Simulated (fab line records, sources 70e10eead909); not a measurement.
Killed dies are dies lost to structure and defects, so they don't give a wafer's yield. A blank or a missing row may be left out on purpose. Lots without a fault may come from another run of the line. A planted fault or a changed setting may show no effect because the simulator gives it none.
fab line records | flow nand_harc
record lots=24 wafers=72 last_day=34
route steps=1302 shown P_GATE@213 P_CONTACT@234 P_M2@328
lots that met no fault: from a run of the same line without faults
start_h: hours from the record's first day to the start of the lot's first wafer shown | wait_h: hours since the lot's step before | " the same as in the row above | L1.1+2: a row that stands for several wafers | - no value, or no start given | * or withheld: withheld | < > ~ a bound
route shown NAME@n: a module of which the file shows steps, and the number in the route of the first | usual: mean/standard deviation of fault-free wafers | same: alike in all rows | chamber/n: place in a boat | sites: the reading at each site | _std_site: their standard deviation | _edge_site: outer sites' mean less inner sites' | radius_mm: how far each site lies from the wafer's centre | mask NAME#n: copy n | behind: the tool/chamber that last shaped the wafer | hold: why the lot was held/for how many hours/how that ended | device: the transistor (n, p or np) that didn't switch | end of line: the same wafers' tests at the end of the route | a step without rows: its recipe alone | killed: dies lost to structure and defects at the first sort, not the wafer's yield | map: a wafer's dies, x killed, . not, _ none there
set.NAME: the setting as run; set.NAME@STEP: as run at that earlier step | model.NAME: the simulator's own value behind a step, which no gauge read
steps of the route over a sample of lots; a table a step, a row a wafer
services: from which hour (start_h, from the record's first day; less than 0 if before it) a tool's chamber was out of use, for how many hours, and why
## steps
# step NHARC_P_GATE_RTA_80
# recipe temp_c=300 time_s=30
# usual anneal_temp_c_max=301.7/0.74 lamp_power_pct=2.52/0.081 lamp_zone_1_pct=2.52/0.081 wafer_temp_C_max=301.1/0.54
# columns lot.wafer tool chamber start_h wait_h anneal_temp_c_max lamp_power_pct lamp_zone_1_pct wafer_temp_C_max
L074.2 rtp_anneal-02 0 114.34 - 302.1 2.57 2.57 301.1
L074.3 " 0 " " 302.3 2.57 2.57 300.7
L074.4 " 0 " " 301.7 2.57 2.57 300.8
L075.1 rtp_anneal-01 0 124.63 - 300.6 2.39 2.39 302.0
L075.2 " 0 " " 300.7 2.39 2.38 302.2
L075.5 " 0 " " 300.7 2.39 2.39 301.6
L076.2 rtp_anneal-02 0 138.73 - 302.8 2.57 2.57 301.0
L076.3 " 0 " " 301.8 2.57 2.57 301.3
L076.5 " 0 " " 301.7 2.57 2.57 301.4
L077.3 rtp_anneal-02 0 139.18 - 301.5 2.57 2.57 300.9
L077.4 " 0 " " 302.2 2.57 2.57 301.1
L077.5 " 0 " " 302.0 2.57 2.57 300.5
L078.4 rtp_anneal-01 0 157.62 - 300.8 2.39 2.39 302.2
L078.5 " 0 " " 301.3 2.39 2.39 301.4
L078.6 " 0 " " 300.8 2.39 2.39 302.7
L079.1 rtp_anneal-02 0 163.31 - 301.4 2.57 2.57 301.2
L079.2 " 0 " " 302.5 2.57 2.57 301.0
L079.4 " 0 " " 302.0 2.57 2.57 300.6
L080.3 rtp_anneal-01 0 174.53 - 300.8 2.39 2.39 301.5
L080.4 " 0 " " 300.5 2.39 2.39 302.1
L080.6 " 0 " " 300.8 2.39 2.39 301.4
L081.1 rtp_anneal-01 0 179.43 - 301.0 2.39 2.39 301.5
L081.2 " 0 " " 300.8 2.39 2.39 302.1
L081.5 " 0 " " 301.1 2.39 2.39 301.1
L082.2 rtp_anneal-02 0 193.44 - 301.7 2.57 2.57 300.6
L082.3 " 0 " " 302.2 2.57 2.56 300.3
L082.4 " 0 " " 301.8 2.57 2.57 300.7
L083.2 rtp_anneal-02 0 201.36 - 302.2 2.57 2.57 300.9
L083.3 " 0 " " 302.4 2.57 2.56 300.8
L083.6 " 0 " " 301.4 2.57 2.57 300.6
L084.1 rtp_anneal-01 0 218.35 - 300.7 2.39 2.39 302.1
L084.3 " 0 " " 300.8 2.39 2.39 302.0
L084.6 " 0 " " 300.3 2.39 2.39 301.3
L085.1 rtp_anneal-02 0 225.62 - 302.3 2.57 2.57 301.0
L085.3 " 0 " " 302.4 2.57 2.57 300.8
L085.6 " 0 " " 302.2 2.57 2.57 301.3
L086.4 rtp_anneal-01 0 236.27 - 301.0 2.39 2.39 301.3
L086.5 " 0 " " 300.8 2.39 2.39 301.6
L086.6 " 0 " " 300.6 2.39 2.39 301.5
L087.2 rtp_anneal-02 0 239.79 - 302.3 2.57 2.57 300.6
L087.3 " 0 " " 302.5 2.57 2.57 300.5
L087.4 " 0 " " 302.3 2.57 2.57 301.0
L089.2 rtp_anneal-02 0 262.34 - 302.1 2.57 2.57 301.0
L089.4 " 0 " " 301.5 2.57 2.57 301.2
L089.5 " 0 " " 301.7 2.57 2.57 300.7
L088.2 rtp_anneal-02 0 263.11 - 302.9 2.57 2.56 301.2
L088.3 " 0 " " 301.7 2.57 2.56 301.0
L088.5 " 0 " " 301.3 2.57 2.57 300.8
L090.1 rtp_anneal-02 0 280.83 - 302.2 2.57 2.57 301.0
L090.4 " 0 " " 301.6 2.57 2.57 300.6
L090.5 " 0 " " 302.2 2.57 2.57 300.9
L091.1 rtp_anneal-02 0 288.46 - 303.3 2.57 2.57 300.7
L091.3 " 0 " " 301.9 2.57 2.57 299.9
L091.5 " 0 " " 302.5 2.57 2.56 300.6
L092.1 rtp_anneal-02 0 290.37 - 302.7 2.57 2.57 301.0
L092.3 " 0 " " 302.9 2.57 2.57 301.1
L092.5 " 0 " " 302.2 2.57 2.56 301.0
L093.3 rtp_anneal-02 0 303.92 - 302.8 2.57 2.58 301.0
L093.4 " 0 " " 301.4 2.58 2.58 300.8
L093.5 " 0 " " 302.4 2.58 2.58 300.6
L095.4 rtp_anneal-02 0 319.90 - 301.8 2.57 2.57 301.1
L095.5 " 0 " " 302.5 2.57 2.57 301.1
L095.6 " 0 " " 302.0 2.57 2.57 301.1
L094.2 rtp_anneal-02 0 320.09 - 302.0 2.57 2.57 300.6
L094.3 " 0 " " 302.1 2.57 2.57 300.6
L094.4 " 0 " " 302.2 2.57 2.57 300.8
L096.1 rtp_anneal-02 0 332.94 - 301.4 2.57 2.57 300.5
L096.3 " 0 " " 302.0 2.57 2.57 300.9
L096.6 " 0 " " 302.5 2.57 2.57 300.7
L097.3 rtp_anneal-01 0 350.59 - 300.6 2.40 2.40 302.6
L097.4 " 0 " " 300.5 2.40 2.40 301.3
L097.5 " 0 " " 300.6 2.39 2.39 301.8
# step NHARC_P_CONTACT_INSPECT_14
# usual raw_defect_count=3.8/1.9
# columns lot.wafer tool chamber start_h wait_h raw_defect_count
L074.2 defect_inspect-02 - 116.70 0.0 4
L074.3 " - " " 3
L074.4 " - " " 6
L075.1 defect_inspect-02 - 126.88 0.0 3
L075.2 " - " " 5
L075.5 " - " " 2
L076.2 defect_inspect-02 - 141.08 0.0 3
L076.3 " - " " 2
L076.5 " - " " 4
L077.3 defect_inspect-01 - 141.51 0.0 5
L077.4 " - " " 5
L077.5 " - " " 2
L078.4 defect_inspect-02 - 159.86 0.0 1
L078.5 " - " " 2
L078.6 " - " " 4
L079.1 defect_inspect-02 - 165.70 0.0 4
L079.2 " - " " 2
L079.4 " - " " 5
L080.3 defect_inspect-01 - 176.87 0.0 7
L080.4 " - " " 0
L080.6 " - " " 0
L081.1 defect_inspect-01 - 181.83 0.0 2
L081.2 " - " " 0
L081.5 " - " " 4
L082.2 defect_inspect-02 - 195.81 0.0 2
L082.3 " - " " 5
L082.4 " - " " 4
L083.2 defect_inspect-01 - 203.73 0.0 4
L083.3 " - " " 5
L083.6 " - " " 4
L084.1 defect_inspect-01 - 220.61 0.0 2
L084.3 " - " " 5
L084.6 " - " " 7
L085.1 defect_inspect-02 - 228.03 0.0 1
L085.3 " - " " 5
L085.6 " - " " 3
L086.4 defect_inspect-02 - 238.82 0.0 6
L086.5 " - " " 1
L086.6 " - " " 3
L087.2 defect_inspect-02 - 242.34 0.0 1
L087.3 " - " " 4
L087.4 " - " " 3
L089.2 defect_inspect-01 - 264.57 0.0 6
L089.4 " - " " 4
L089.5 " - " " 6
L088.2 defect_inspect-02 - 265.46 0.0 4
L088.3 " - " " 3
L088.5 " - " " 4
L090.1 defect_inspect-01 - 283.28 0.0 3
L090.4 " - " " 3
L090.5 " - " " 4
L091.1 defect_inspect-02 - 290.85 0.0 2
L091.3 " - " " 3
L091.5 " - " " 2
L092.1 defect_inspect-02 - 292.79 0.0 5
L092.3 " - " " 4
L092.5 " - " " 4
L093.3 defect_inspect-02 - 306.25 0.0 2
L093.4 " - " " 1
L093.5 " - " " 6
L095.4 defect_inspect-02 - 322.21 0.0 2
L095.5 " - " " 6
L095.6 " - " " 4
L094.2 defect_inspect-01 - 322.55 0.0 2
L094.3 " - " " 5
L094.4 " - " " 3
L096.1 defect_inspect-01 - 335.35 0.0 0
L096.3 " - " " 2
L096.6 " - " " 2
L097.3 defect_inspect-02 - 352.79 0.0 6
L097.4 " - " " 3
L097.5 " - " " 3
# step NHARC_P_CONTACT_DESCUM_17
# recipe time_s=3 o2_flow_sccm=200 ar_flow_sccm=0 bias_power_w=0 chemistry=O2
# usual drypump_motor_current_A=5.8/0.4 oes_product_au=0.998/0.0085 rf_vpp_V=57.8/0.9 showerhead_plenum_p_Torr=1.92/0.071 throttle_valve_pct=11.311/0.0097
# columns lot.wafer tool chamber start_h wait_h drypump_motor_current_A oes_product_au rf_hours_counter_h rf_vpp_V showerhead_plenum_p_Torr throttle_valve_pct
L074.4 rie_diel-09 3 116.76 0.1 6.2 1.017 3.6 58.8 1.87 11.325
L074.3 " 0 " " 5.7 0.990 3.7 59.0 1.94 11.305
L074.2 " 1 " " 6.3 1.007 3.8 57.1 1.85 11.321
L075.2 rie_diel-09 3 126.95 0.1 6.2 1.000 4.1 58.8 1.87 11.329
L075.1 " 0 " " 5.8 0.982 4.0 58.9 1.94 11.321
L075.5 " 2 " " 5.8 1.004 - 56.8 1.85 11.306
L076.3 rie_diel-11 1 141.15 0.1 6.3 0.994 0.8 58.7 1.99 11.316
L076.2 " 3 " " 5.8 1.000 0.8 57.2 1.86 11.321
L076.5 " 1 " " 6.3 0.999 - 57.9 1.99 11.312
L077.3 rie_diel-09 0 141.57 0.1 5.8 0.984 4.4 57.8 1.94 11.307
L077.4 " 2 " " 5.8 0.993 4.2 57.8 1.85 11.316
L077.5 " 3 " " 6.2 0.997 - 58.2 1.87 11.292
L078.4 rie_diel-09 1 159.95 0.1 6.2 0.987 - 57.9 1.85 11.314
L078.5 " 2 " " 5.8 1.004 - 59.2 1.85 11.318
L078.6 " 0 " " 5.8 0.990 - 58.1 1.94 11.321
L079.1 rie_diel-11 0 165.76 0.1 5.6 0.992 1.8 56.6 1.90 11.315
L079.4 " 2 " " 5.1 1.006 1.9 58.2 2.05 11.297
L079.2 " 3 " " 5.8 0.997 1.8 58.4 1.86 11.312
L080.3 rie_diel-09 2 176.94 0.1 5.8 0.996 0.9 58.0 1.85 11.308
L080.4 " 3 " " 6.2 0.989 0.1 57.5 1.87 11.320
L080.6 " 2 " " 5.8 0.997 - 57.8 1.85 11.303
L081.1 rie_diel-08 3 181.89 0.1 5.0 0.991 7.8 58.9 1.83 11.302
L081.2 " 0 " " 5.7 1.003 7.6 58.0 2.00 11.321
L081.5 " 0 " " 5.7 1.007 - 58.3 2.00 11.331
L082.2 rie_diel-11 3 195.87 0.1 5.8 0.986 2.5 58.3 1.86 11.299
L082.3 " 1 " " 6.3 0.991 2.6 60.0 1.99 11.310
L082.4 " 2 " " 5.1 1.018 2.4 58.5 2.05 11.319
L083.2 rie_diel-08 2 203.79 0.1 6.1 1.001 0.0 59.2 2.04 11.319
L083.3 " 3 " " 5.0 1.001 0.0 57.5 1.83 11.327
L083.6 " 2 " " 6.2 0.998 - 58.3 2.04 11.307
L084.1 rie_diel-08 0 220.69 0.1 5.8 1.012 2.2 56.5 2.00 11.300
L084.3 " 3 " " 5.0 0.989 - 57.3 1.83 11.311
L084.6 " 3 " " 5.0 0.992 - 58.0 1.83 11.314
L085.1 rie_diel-09 2 228.09 0.1 5.7 0.991 2.4 55.2 1.85 11.316
L085.3 " 3 " " 6.2 1.004 1.2 58.0 1.87 11.306
L085.6 " 3 " " 6.2 1.003 - 57.9 1.87 11.323
L086.4 rie_diel-11 3 238.90 0.1 5.8 0.988 3.3 57.4 1.86 11.319
L086.5 " 1 " " 6.3 0.999 - 58.0 1.99 11.302
L086.6 " 2 " " 5.1 1.007 - 57.9 2.05 11.315
L087.4 rie_diel-09 0 242.40 0.1 5.7 0.989 2.6 58.4 1.94 11.311
L087.2 " 2 " " 5.8 0.991 2.9 57.7 1.85 11.311
L087.3 " 3 " " 6.1 1.000 1.7 57.4 1.87 11.315
L089.4 rie_diel-11 3 264.64 0.1 5.8 1.000 0 58.0 1.86 11.318
L089.2 " 1 " " 6.3 0.995 0 59.1 1.99 11.309
L089.5 " 2 " " 5.0 0.999 - 59.1 2.05 11.310
L088.3 rie_diel-11 2 265.52 0.1 5.1 1.002 0.3 58.7 2.05 11.294
L088.2 " 1 " " 6.3 0.994 0.4 58.9 1.99 11.307
L088.5 " 2 " " 5.1 1.011 - 58.7 2.05 11.302
L090.4 rie_diel-09 3 283.34 0.1 6.2 1.000 2.5 57.4 1.87 11.313
L090.1 " 1 " " 6.2 0.992 3.6 57.0 1.85 11.321
L090.5 " 0 " " 5.8 0.986 - 58.8 1.93 11.299
L091.3 rie_diel-09 2 290.92 0.1 5.8 1.006 3.9 57.2 1.85 11.315
L091.1 " 0 " " 5.7 0.994 4.2 58.2 1.93 11.304
L091.5 " 1 " " 6.3 0.996 - 55.3 1.85 11.304
L092.3 rie_diel-11 0 292.85 0.1 5.5 0.986 1.1 58.4 1.90 11.308
L092.1 " 1 " " 6.3 0.994 1.3 58.2 1.99 11.317
L092.5 " 1 " " 6.3 1.004 - 59.3 1.99 11.319
L093.4 rie_diel-09 0 306.31 0.1 5.8 0.991 4.8 57.7 1.93 11.324
L093.3 " 2 " " 5.8 1.009 4.9 58.5 1.85 11.299
L093.5 " 3 " " 6.2 0.995 - 57.7 1.87 11.312
L095.4 rie_diel-11 1 322.28 0.1 6.3 0.996 2.2 58.7 1.99 11.310
L095.6 " 0 " " 5.5 0.986 - 57.2 1.90 11.322
L095.5 " 1 " " 6.3 0.989 - 57.8 1.99 11.308
L094.3 rie_diel-08 1 322.61 0.1 6.1 1.007 4.5 58.3 1.83 11.294
L094.4 " 2 " " 6.2 1.006 6.0 59.0 2.03 11.327
L094.2 " 0 " " 5.7 1.004 8.1 57.7 2.00 11.316
L096.1 rie_diel-11 2 335.42 0.1 5.1 1.004 2.5 58.5 2.05 11.300
L096.3 " 0 " " 5.5 0.991 2.2 57.2 1.90 11.306
L096.6 " 3 " " 5.8 1.007 - 57.4 1.86 11.300
L097.4 rie_diel-09 3 352.85 0.1 6.2 1.010 0.4 54.9 1.87 11.302
L097.3 " 2 " " 5.8 1.003 0.3 56.0 1.85 11.302
L097.5 " 0 " " 5.7 0.994 - 58.2 1.93 11.305
# step NHARC_P_CONTACT_CD_MEAS_19
# usual cd_nm=89.5/1.5
# columns lot.wafer tool chamber start_h wait_h cd_nm
L074.2 cd_sem-01 - 117.64 - 89.6
L074.3 " - " " 90.6
L074.4 " - " " 89.4
L075.1 cd_sem-03 - 127.81 - 89.7
L075.2 " - " " 90.5
L075.5 " - " " 90.1
L076.2 cd_sem-03 - 142.01 - 91.1
L076.3 " - " " 91.2
L076.5 " - " " 90.8
L077.3 cd_sem-03 - 142.44 - 89.5
L077.4 " - " " 89.4
L077.5 " - " " 89.9
L078.4 cd_sem-01 - 160.95 - 86.6
L078.5 " - " " 87.6
L078.6 " - " " 88.5
L079.1 cd_sem-02 - 166.65 - 90.7
L079.2 " - " " 91.0
L079.4 " - " " 93.0
L080.3 cd_sem-02 - 177.80 - 87.4
L080.4 " - " " 87.9
L080.6 " - " " 89.1
L081.1 cd_sem-02 - 182.91 - 87.4
L081.2 " - " " 90.3
L081.5 " - " " 91.0
L082.2 cd_sem-01 - 196.74 - 90.8
L082.3 " - " " 91.3
L082.4 " - " " 89.8
L083.2 cd_sem-02 - 204.81 - 90.8
L083.3 " - " " 89.2
L083.6 " - " " 90.4
L084.1 cd_sem-03 - 221.87 - 89.0
L084.3 " - " " 91.8
L084.6 " - " " 90.3
L085.1 cd_sem-02 - 228.96 - 85.6
L085.3 " - " " 91.0
L085.6 " - " " 89.1
L086.4 cd_sem-02 - 239.76 - 91.5
L086.5 " - " " 92.7
L086.6 " - " " 92.0
L087.2 cd_sem-03 - 243.28 - 88.9
L087.3 " - " " 90.0
L087.4 " - " " 90.3
L089.2 cd_sem-02 - 265.51 - 90.0
L089.4 " - " " 90.9
L089.5 " - " " 90.4
L088.2 cd_sem-03 - 266.40 - 90.7
L088.3 " - " " 88.9
L088.5 " - " " 91.8
L090.1 cd_sem-03 - 284.21 - 87.7
L090.4 " - " " 89.8
L090.5 " - " " 88.6
L091.1 cd_sem-01 - 291.79 - 88.6
L091.3 " - " " 87.6
L091.5 " - " " 87.9
L092.1 cd_sem-03 - 293.73 - 90.5
L092.3 " - " " 89.0
L092.5 " - " " 90.6
L093.3 cd_sem-02 - 307.18 - 88.5
L093.4 " - " " 84.5
L093.5 " - " " 88.7
L095.4 cd_sem-03 - 323.15 - 90.5
L095.5 " - " " 89.1
L095.6 " - " " 87.8
L094.2 cd_sem-02 - 323.51 - 89.3
L094.3 " - " " 89.3
L094.4 " - " " 89.1
L096.1 cd_sem-01 - 336.28 - 88.4
L096.3 " - " " 89.1
L096.6 " - " " 87.2
L097.3 cd_sem-01 - 354.10 - 90.2
L097.4 " - " " 89.3
L097.5 " - " " 91.3
# step NHARC_P_M2_CD_MEAS_09
# recipe target_cd_nm=170 landing_energy_ev=500
# usual cd_nm=169.6/0.57
# same landing_energy_ev=500
# columns lot.wafer tool chamber start_h wait_h cd_nm
L074.2 cd_sem-03 0 129.37 - 169.1
L074.3 " 0 " " 169.7
L074.4 " 0 " " 169.0
L075.1 cd_sem-02 0 139.18 - 169.9
L075.2 " 0 " " 170.0
L075.5 " 0 " " 168.6
L076.2 cd_sem-01 0 153.09 - 169.8
L076.3 " 0 " " 169.7
L076.5 " 0 " " 169.2
L077.3 cd_sem-03 0 154.14 - 170.3
L077.4 " 0 " " 169.7
L077.5 " 0 " " 170.2
L078.4 cd_sem-03 0 172.16 - 169.2
L078.5 " 0 " " 169.9
L078.6 " 0 " " 169.5
L079.1 cd_sem-03 0 177.94 - 169.6
L079.2 " 0 " " 170.1
L079.4 " 0 " " 169.5
L080.3 cd_sem-01 0 191.62 - 169.1
L080.4 " 0 " " 169.0
L080.6 " 0 " " 169.2
L081.1 cd_sem-02 0 194.51 - 169.8
L081.2 " 0 " " 169.2
L081.5 " 0 " " 170.0
L082.2 cd_sem-02 0 208.13 - 169.6
L082.3 " 0 " " 169.2
L082.4 " 0 " " 169.6
L083.2 cd_sem-02 0 216.42 - 169.1
L083.3 " 0 " " 168.8
L083.6 " 0 " " 169.9
L084.1 cd_sem-01 0 233.12 - 169.3
L084.3 " 0 " " 169.5
L084.6 " 0 " " 169.3
L085.1 cd_sem-01 0 240.98 - 168.7
L085.3 " 0 " " 169.5
L085.6 " 0 " " 168.9
L086.4 cd_sem-03 0 250.98 - 169.4
L086.5 " 0 " " 170.0
L086.6 " 0 " " 170.0
L087.2 cd_sem-03 0 254.82 - 168.9
L087.3 " 0 " " 169.2
L087.4 " 0 " " 169.3
L089.2 cd_sem-02 0 277.45 - 169.0
L089.4 " 0 " " 169.3
L089.5 " 0 " " 168.8
L088.2 cd_sem-02 0 277.60 - 171.0
L088.3 " 0 " " 170.5
L088.5 " 0 " " 170.4
L090.1 cd_sem-03 0 295.69 - 169.3
L090.4 " 0 " " 170.2
L090.5 " 0 " " 169.4
L091.1 cd_sem-03 0 303.12 - 169.5
L091.3 " 0 " " 168.6
L091.5 " 0 " " 170.0
L092.1 cd_sem-02 0 304.83 - 170.1
L092.3 " 0 " " 169.6
L092.5 " 0 " " 169.6
L093.3 cd_sem-01 0 318.36 - 170.6
L093.4 " 0 " " 170.2
L093.5 " 0 " " 170.2
L095.4 cd_sem-02 0 334.49 - 170.7
L095.5 " 0 " " 170.1
L095.6 " 0 " " 170.2
L094.2 cd_sem-01 0 335.02 - 169.0
L094.3 " 0 " " 169.5
L094.4 " 0 " " 168.7
L096.1 cd_sem-03 0 347.65 - 169.8
L096.3 " 0 " " 169.9
L096.6 " 0 " " 170.3
L097.3 cd_sem-01 0 367.85 - 169.8
L097.4 " 0 " " 169.7
L097.5 " 0 " " 169.7
# step NHARC_P_M2_OVL_MEAS_10
# recipe pitch_nm=340
# usual overlay_x_nm=0.0/0.95 overlay_y_nm=-0.1/0.95
# columns lot.wafer tool chamber start_h wait_h overlay_x_nm overlay_y_nm
L074.2 overlay-02 - 129.46 - 1.3 1.6
L074.3 " - " " 2.1 1.9
L074.4 " - " " 1.1 1.8
L075.1 overlay-01 - 139.26 - -1.5 -0.1
L075.2 " - " " -1.8 0.1
L075.5 " - " " -1.4 0.2
L076.2 overlay-01 - 153.17 - -0.1 -1.0
L076.3 " - " " -0.5 -0.8
L076.5 " - " " -0.2 -0.6
L077.3 overlay-01 - 154.22 - 0.2 -0.7
L077.4 " - " " -0.4 0.2
L077.5 " - " " -0.1 -0.2
L078.4 overlay-02 - 172.25 - -1.2 1.1
L078.5 " - " " -1.3 1.3
L078.6 " - " " -1.9 1.1
L079.1 overlay-02 - 178.02 - -0.8 0.7
L079.2 " - " " -0.6 1.7
L079.4 " - " " -1.5 0.5
L080.3 overlay-01 - 191.71 - 1.2 0.3
L080.4 " - " " 1.2 -0.2
L080.6 " - " " 1.3 0.9
L081.1 overlay-02 - 194.60 - 1.1 -1.6
L081.2 " - " " 1.6 -1.2
L081.5 " - " " 1.2 -0.9
L082.2 overlay-01 - 208.22 - -0.3 0.3
L082.3 " - " " -0.3 -0.5
L082.4 " - " " -0.1 -0.3
L083.2 overlay-01 - 216.51 - 0.6 -0.5
L083.3 " - " " 0.1 -0.3
L083.6 " - " " 0.9 -0.2
L084.1 overlay-01 - 233.20 - -0.4 0.0
L084.3 " - " " -0.9 -1.0
L084.6 " - " " 0.3 0.1
L085.1 overlay-02 - 241.07 - 0.0 -0.8
L085.3 " - " " -0.1 -0.6
L085.6 " - " " -0.2 0.0
L086.4 overlay-01 - 251.06 - -1.2 0.4
L086.5 " - " " -1.3 0.1
L086.6 " - " " -1.4 0.9
L087.2 overlay-02 - 254.91 - 0.0 -1.3
L087.3 " - " " 0.3 -1.6
L087.4 " - " " 0.0 -1.5
L089.2 overlay-02 - 277.54 - 0.1 -1.2
L089.4 " - " " 0.0 -1.4
L089.5 " - " " -0.1 -1.3
L088.2 overlay-01 - 277.69 - -0.4 0.7
L088.3 " - " " -0.1 -0.3
L088.5 " - " " -0.1 0.0
L090.1 overlay-01 - 295.78 - -1.4 -2.3
L090.4 " - " " -1.5 -1.9
L090.5 " - " " -1.7 -2.7
L091.1 overlay-01 - 303.21 - 1.1 -0.4
L091.3 " - " " 1.5 -0.4
L091.5 " - " " 0.8 -0.1
L092.1 overlay-02 - 304.92 - 0.4 -0.2
L092.3 " - " " 0.2 -0.2
L092.5 " - " " 0.2 -0.2
L093.3 overlay-01 - 318.45 - 0.6 -0.2
L093.4 " - " " 0.6 -0.7
L093.5 " - " " 0.6 -0.1
L095.4 overlay-02 - 334.58 - -0.3 -0.1
L095.5 " - " " -0.3 0.4
L095.6 " - " " -0.2 0.6
L094.2 overlay-01 - 335.11 - -0.3 1.2
L094.3 " - " " -0.6 1.0
L094.4 " - " " -1.6 1.4
L096.1 overlay-01 - 347.74 - 0.8 -0.4
L096.3 " - " " 0.1 -0.2
L096.6 " - " " 0.6 -0.6
L097.3 overlay-01 - 367.93 - 1.1 -0.9
L097.4 " - " " 1.0 -0.7
L097.5 " - " " 0.5 -0.7
## services
# columns tool chamber start_h hours kind
rie_diel-09 0 97.60 - clean
rie_diel-09 1 97.60 - clean
rie_diel-09 2 97.60 - clean
rie_diel-09 3 97.60 - clean
rie_diel-09 0 122.10 - clean
rie_diel-09 1 122.10 - clean
rie_diel-09 2 122.10 - clean
rie_diel-09 3 122.10 - clean
rie_diel-09 - 143.10 9.0 pm
rie_diel-09 0 143.10 9.0 vent_cycle
rie_diel-09 1 143.10 9.0 vent_cycle
rie_diel-09 2 143.10 9.0 vent_cycle
rie_diel-08 1 144.82 85.5 repair
rie_diel-09 3 157.25 8.4 repair
rie_diel-11 3 185.55 4.1 repair
rie_diel-08 - 190.80 9.0 pm
rie_diel-09 3 202.07 18.0 repair
rie_diel-08 2 211.86 9.1 repair
rie_diel-08 3 247.54 8.2 repair
rie_diel-11 - 255.50 9.0 pm
rie_diel-08 2 256.48 3.4 repair
rie_diel-08 3 263.35 10.4 repair
rie_diel-09 1 310.95 7.7 repair
rie_diel-09 - 320.10 9.0 pm
## key
fault none
